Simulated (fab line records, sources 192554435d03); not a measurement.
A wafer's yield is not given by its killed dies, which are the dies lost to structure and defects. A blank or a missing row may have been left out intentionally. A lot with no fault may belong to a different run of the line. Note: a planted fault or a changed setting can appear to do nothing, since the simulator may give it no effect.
Comparing a struck lot with a sound one | flow n5-finfet | 15 out of 1938 route steps
Sound: wafers L221.1, L221.3, L221.4. Struck: wafers L235.3, L235.4. (L235.1 of the same lot was not struck and is left out.) The cause comes at the end.
Each step with rows lists, per side, the tool, then ch with its chambers, then its first start. Under that, the readings that differ: sound wafers | struck wafers | difference of the means | sigmas: that difference in standard deviations of wafers without a fault.
alike: same words and numbers on both sides, and readings whose means sit less than 2 such deviations apart. not compared: any withheld reading, any reading some wafer has no value for, any bound like >300 that may hide the same value, and any number with overlapping values for which the record gives no deviation.
Wherever a step has rows on one side only, a row that says differs or no value, or a row with sigmas, the two part there. Numbers that have no deviation but don't overlap get no sigmas and don't part them. A reading that every wafer of one side lacks parts them only if that side has two wafers or more.

first, 8 steps without rows for these wafers: N5_BEOL_M12_COAT_58 (time 60 s, resist thk 89 nm); N5_BEOL_M12_COAT_04 (resist thk 400 nm); N5_BEOL_M12_EBR_06; N5_BEOL_M12_SOFTBAKE_05 (time 60 s); N5_BEOL_M12_EXPOSE_07 (exposes mask V11); N5_BEOL_M12_PEB_08 (peb time 90 s); N5_BEOL_M12_DEVELOP_09 (develop time 45 s); N5_BEOL_M12_HARDBAKE_14 (time 120 s).
N5_BEOL_M12_CD_MEAS_10: target cd 140 nm.
  sound on cd-sem-01 ch 0, day 10 22:26; struck on cd-sem-02 ch 0, day 14 14:44
  alike: cd-nm
N5_BEOL_M12_OVL_MEAS_11:
  sound on overlay-02 ch 0, day 10 22:28; struck on overlay-02 ch 0, day 14 14:46
  alike: V11_OVL
N5_BEOL_M12_INSPECT_12: inspects for defects (macro).
  sound: defect-inspect-02 at day 10 22:29; struck: defect-inspect-02 at day 14 14:47
  reading          | sound | struck | difference | sigmas
  raw-defect-count | 4 5 3 | 1 0    | -4         | -2
N5_BEOL_M12_DESCUM_15: chemistry O2, time 7.9 s.
  sound on rie-diel-05 ch 0,2,3, day 10 22:32; struck on rie-diel-05 ch 3, day 14 14:49
  alike: drypump-motor-current-A, oes-product-au, rf-vpp-V, showerhead-plenum-p-Torr, throttle-valve-pct
  not compared: rf-hours-counter-h
N5_BEOL_M12_ETCH_59: etches BARC in N2/H2, target depth 89 nm, overetch 26.7 nm, time 67.9 s.
  sound on rie-diel-05 ch 0,2,3, day 10 22:34; struck on rie-diel-05 ch 3, day 14 14:52
  reading                | sound             | struck      | difference | sigmas
  h2-flow-sccm (sccm)    | 199.8 200.0 199.5 | 179.8 180.2 | -19.8      | -34
  throttle-valve-pct (%) | 17.77 17.50 17.74 | 17.03 17.02 | -0.64      | -2
  alike: drypump-motor-current-A, n2-flow-sccm, oes-product-au, rf-vpp-V, showerhead-plenum-p-Torr
  not compared: rf-hours-counter-h
N5_BEOL_M12_VIA_ETCH_16: etches SiOC in C4F8/O2/Ar, target depth 724.8 nm.
  sound on rie-diel-05 ch 0,2,3, day 10 22:37; struck on rie-diel-05 ch 3, day 14 14:55
  alike: drypump-motor-current-A, mfc-ar-sccm, oes-product-au, rf-vpp-V, showerhead-plenum-p-Torr, throttle-valve-pct
N5_PASSIVATION_PROBE_49:
  sound: prober-02 at day 12 09:47; struck: prober-02 at day 16 06:47
  reading              | sound | struck | difference | sigmas
  sort_bin_8_speed (%) | 0 0 0 | 0.08 0 | +0.04      | +2
  alike: defect-limited-yield, killed_at_M0_to_M3, killed_at_M4_up, killed-at-contacts, killed-at-front-end, killed-at-other, killed-dies, killed-open, killed-short, sort_bin_5_function, sort_bin_6_memory, sort-n-pass, sort-yield-pct

## WHERE THEY PART
Earliest at N5_BEOL_M12_INSPECT_12; latest, in this record, at N5_PASSIVATION_PROBE_49.

WHY: what the simulator had put in
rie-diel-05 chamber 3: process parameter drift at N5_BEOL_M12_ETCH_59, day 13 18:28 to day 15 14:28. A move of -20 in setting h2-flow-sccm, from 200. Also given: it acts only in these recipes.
